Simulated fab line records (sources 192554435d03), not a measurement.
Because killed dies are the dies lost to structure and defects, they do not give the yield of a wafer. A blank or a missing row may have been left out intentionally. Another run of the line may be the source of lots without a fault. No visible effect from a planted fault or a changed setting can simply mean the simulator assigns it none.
Comparing a struck lot with a sound one | flow n5Finfet | 21 steps out of a route of 1938
Sound: the wafers L893.1, L893.3, L893.4. Wafers L880.2, L880.3, L880.6 were the ones struck. Last of all comes the cause.
Per side, at each step with rows, come the tool, then ch with its chambers, and then its first start. Under that, the readings that differ: sound wafers | struck wafers | difference of the means | sigmas: that difference in standard deviations of wafers without a fault.
alike: same words and numbers on both sides, and readings whose means sit less than 2 such deviations apart. not compared: any withheld reading, any reading some wafer has no value for, any bound like >300 that may hide the same value, and any number with overlapping values for which the record gives no deviation.
A row with sigmas, a row that says differs or no value, or rows on one side alone: a step with any of these is where the two part. Numbers that don't overlap but have no deviation are shown without sigmas and don't part them. Lack of a reading on every wafer of one side parts them only where that side has two or more wafers.

first, 3 steps without rows for these wafers: N5_BEOL_M0_ALD_136 (deposits TaN, pulse time 2 s, purge time 3 s, co reactant purge time 2 s); N5_BEOL_M0_SURFACE_TREAT_137; N5_BEOL_M0_CVD_115 (deposits Co from CCTBA/H2, time 120 s).
N5_BEOL_M0_SPUTTER_116: material Cu, target thk 4 nm, time 7.37 s.
  sound on pvdSputter-03, day 10 17:46; struck on pvdSputter-01, day 7 15:59
  alike: throttleValvePct
N5_BEOL_M0_ANNEAL_117: time 60 s.
  sound on pvdSputter-03, day 10 17:51; struck on pvdSputter-01, day 7 16:04
  alike: heaterPowerW
then, 2 steps without rows for these wafers: N5_BEOL_M0_SPUTTER_132 (material Cu, target thk 4 nm, time 7.37 s); N5_BEOL_M0_ANNEAL_133 (time 60 s).
N5_BEOL_M0_SPUTTER_134: material Cu, target thk 4 nm, time 7.37 s.
  sound on pvdSputter-03, day 10 18:01; struck on pvdSputter-01, day 7 16:13
  alike: throttleValvePct
N5_BEOL_M0_ANNEAL_135: time 60 s.
  sound on pvdSputter-03, day 10 18:05; struck on pvdSputter-01, day 7 16:18
  alike: heaterPowerW
then, 3 steps without rows for these wafers: N5_BEOL_M0_SPUTTER_141 (material Cu, target thk 4 nm, time 7.37 s); N5_BEOL_M0_ECD_118 (material Cu, target thk 300 nm); N5_BEOL_M0_ANNEAL_119 (time 90 s).
N5_BEOL_M0_CMP_120: polishes, stops on SiOC, t overpolish 6.9 s.
  sound on cmp-02 ch 0,1,3, day 10 18:38; struck on cmp-04 ch 0,2, day 7 17:32
  no value came back on the struck wafers for any of 6 readings (barrierFieldEndpointS (s), clearingPlatenDownForcePsi (psi) and others); on the sound wafers barrierFieldEndpointS (s) reads 3.70 3.70 3.84
reading                                          | sound          | struck         | difference | sigmas
model.SiOC_of_BEOL_M0_SAQP_ILD_DEP_01.thkNm (nm) | 38.6 39.4 40.2 | 42.6 42.4 43.2 | +3.3       | 
then, 1 step without rows for these wafers: N5_BEOL_M0_PRE_CLEAN_131 (time 15 s).
N5_BEOL_M0_CO_CAP_123: material Co, precursor CCTBA/H2, target thk 2 nm, time 102.1 s.
  sound on cvdCo-02 ch 1,2, day 10 19:02; struck on cvdCo-01 ch 0, day 7 17:53
  alike: heaterPowerW
then, 2 steps without rows for these wafers: N5_BEOL_M0_PRE_CLEAN_124 (time 15 s); N5_BEOL_M0_DEP_125 (deposits SiCN from 3MS/NH3, target thk 8 nm, time 14 s).
N5_BEOL_M0_RS_MEAS_126: uses a four-point probe to measure.
  sound on filmMetro-02, day 10 19:13; struck on filmMetro-02, day 7 18:07
reading        | sound             | struck            | difference | sigmas
M0_RS (ohm/sq) | 0.516 0.529 0.494 | 0.063 0.063 0.064 | -0.450     | -26
N5_BEOL_M0_INSPECT_127: inspects for defects (darkfield).
  sound on defectInspect-02, day 10 19:14; struck on defectInspect-02, day 7 18:08
reading        | sound    | struck         | difference | sigmas
rawDefectCount | 40 52 67 | 3595 3704 3527 | +3556      | +99 or more
N5_BEOL_M4_RC_MEAS_101:
  the record has rows for the sound wafers here (prober-02 ch 0, day 13 05:03) and none for the struck ones
-- record jumps: 7 days separate the struck wafers' starts on either side; left off in module BEOL_M4, taken up again in module PASSIVATION, whose first shown step is the route's number 1936 --
N5_PASSIVATION_PROBE_49:
  sound on prober-01, day 17 14:47; struck on prober-01, day 14 19:22
reading                | sound          | struck         | difference | sigmas
defectLimitedYield (%) | 89.6 91.3 90.9 | 0 0 0          | -91        | -65
killed_at_M0_to_M3     | 47 45 45       | 1111 1096 1103 | +1058      | +99 or more
killedDies             | 123 103 107    | 1180 1180 1180 | +1069      | +67
killedOnRim            | 10 12 11       | 152 152 152    | +141       | +34
sortNPass              | 1057 1077 1073 | 0 0 0          | -1069      | -63
sortYieldPct (%)       | 89.6 91.3 90.9 | 0 0 0          | -91        | -60
  alike: killed_at_M4_up, killedAtContacts, killedAtFrontEnd, killedAtOther, killedOpen, killedShort, sort_bin_4_leakage, sort_bin_5_function, sort_bin_6_memory, sort_bin_8_speed

WHERE THEY PART
At N5_BEOL_M0_CMP_120 first; at N5_PASSIVATION_PROBE_49 last (within this record only).

WHY: what had been put in by the simulator
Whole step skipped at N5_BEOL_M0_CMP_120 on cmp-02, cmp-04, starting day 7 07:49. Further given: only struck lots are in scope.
